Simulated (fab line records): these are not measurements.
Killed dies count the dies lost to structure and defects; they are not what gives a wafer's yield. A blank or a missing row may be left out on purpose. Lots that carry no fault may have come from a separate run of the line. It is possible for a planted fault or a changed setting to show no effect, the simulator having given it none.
Struck lot and sound lot, side by side :: flow nand-harc :: 15 out of 1302 route steps
Sound: these wafers, L735.2, L735.4, L735.5. Wafers struck: L740.1, L740.4, L740.6. At the end, the cause is stated.
Order at every step that has rows: each side's tool, ch and its chambers, its first start. Under that, the readings that differ: sound wafers :: struck wafers :: difference of the means :: sigmas: that difference in standard deviations of wafers without a fault.
alike: readings with means less than 2 such deviations apart, plus words and numbers identical on both sides. not compared: withheld readings, readings lacking a value on some wafer, bounds such as >300 that could conceal the same value, and numbers that have no deviation in the record and whose values overlap.
Wherever a step has rows on one side only, a row that says differs or no value, or a row with sigmas, the two part there. Numbers that don't overlap but have no deviation are shown without sigmas and don't part them. A reading that every wafer of one side lacks parts them only if that side has two wafers or more.

NHARC_A_SGD_CUT_ETCH_15: etches the open film in CH3F/O2, target depth 75 nm, time 64.3 s.
  sound: rie-diel-01 ch 0,2; struck: rie-diel-09 ch 1,3
  alike: bias-w, ch3f-flow-sccm, drypump-motor-current-A, oes-product-au, rf-vpp-V, showerhead-plenum-p-Torr, throttle-valve-pct
  not compared: rf-hours-counter-h
NHARC_A_SGD_CUT_ETCH_16: etches the open film in C4F8/O2/Ar, target depth 310.5 nm, time 155.2 s.
  sound: rie-diel-01 ch 0,1,3; struck: rie-diel-09 ch 0,1
  alike: bias-w, oes-product-au, rf-vpp-V
  not compared: rf-hours-counter-h
then, 1 step without rows for these wafers: NHARC_A_SGD_CUT_STRIP_60 (strips in C4F8/O2/Ar).
NHARC_A_SGD_CUT_STRIP_17: strips in O2.
  sound: rie-diel-01 ch 0,2; struck: rie-diel-09 ch 0,3
  alike: drypump-motor-current-A, oes-product-au, rf-vpp-V, showerhead-plenum-p-Torr, throttle-valve-pct
  not compared: rf-hours-counter-h
then, 4 steps without rows for these wafers: NHARC_A_SGD_CUT_PRECLEAN_18 (cleans in SC1); NHARC_A_SGD_CUT_SRD_19; NHARC_A_SGD_CUT_DEP_20 (deposits SiO2, target thk 150 nm); NHARC_A_SGD_CUT_ANNEAL_27 (time 1800 s).
NHARC_A_SGD_CUT_CMP_21: polishes, target thk 148.19 nm.
  sound on cmp-02 ch 1,3, day 22 18:26; struck on cmp-04 ch 0,2, day 25 17:45
  alike: motor-current-A, time-to-endpoint-s
NHARC_A_SGD_CUT_THK_MEAS_22: measures by ellipsometry.
  struck on film-metro-02, day 25 17:59; sound on film-metro-02, day 22 18:41
  alike: thk-nm
then, 2 steps without rows for these wafers: NHARC_A_SGD_CUT_SRD_23; NHARC_A_SGD_CUT_ETCH_26 (etches SiO2 in dHF, target depth 45.8 nm).
NHARC_A_SGD_CUT_ETCHBACK_24: etches the open film in CH3F/O2, target depth 50 nm, time 92.857 s.
  sound on rie-diel-09 ch 0,2, day 22 18:59; struck on rie-diel-10 ch 1,2, day 25 18:12
  no value came back on the struck wafers for any of 7 readings (bias-w (W), ch3f-flow-sccm (sccm) and others); on the sound wafers bias-w (W) reads 99.3 99.9 100.1
  not compared: rf-hours-counter-h
NHARC_A_SGD_CUT_STRIP_28: strips in O2, time 20 s.
  sound on rie-diel-09 ch 2,3; struck on rie-diel-10 ch 0,2, day 25 18:21
  alike: drypump-motor-current-A, oes-product-au, rf-vpp-V, showerhead-plenum-p-Torr, throttle-valve-pct
  not compared: rf-hours-counter-h
-- break in the record here, with 5 days between the starts of the struck wafers on either side (left off in module A_SGD_CUT, picked up again in module END, where the first step shown is number 1302 on the route) --
NHARC_END_SORT_01:
  sound on prober-02 ch 0, day 27 16:00; struck on prober-01 ch 0, day 31 02:35
reading: killed-at-array
sound: 42 45 56
struck: 673 676 672
difference: +626
sigmas: +33

reading: killed-dies
sound: 45 51 63
struck: 677 677 677
difference: +624
sigmas: +33
  alike: killed-at-other, killed-at-periphery, killed-open, killed-short

## WHERE THEY PART
First at NHARC_A_SGD_CUT_ETCHBACK_24; last, within this record, at NHARC_END_SORT_01.

WHY: what the simulator had put in
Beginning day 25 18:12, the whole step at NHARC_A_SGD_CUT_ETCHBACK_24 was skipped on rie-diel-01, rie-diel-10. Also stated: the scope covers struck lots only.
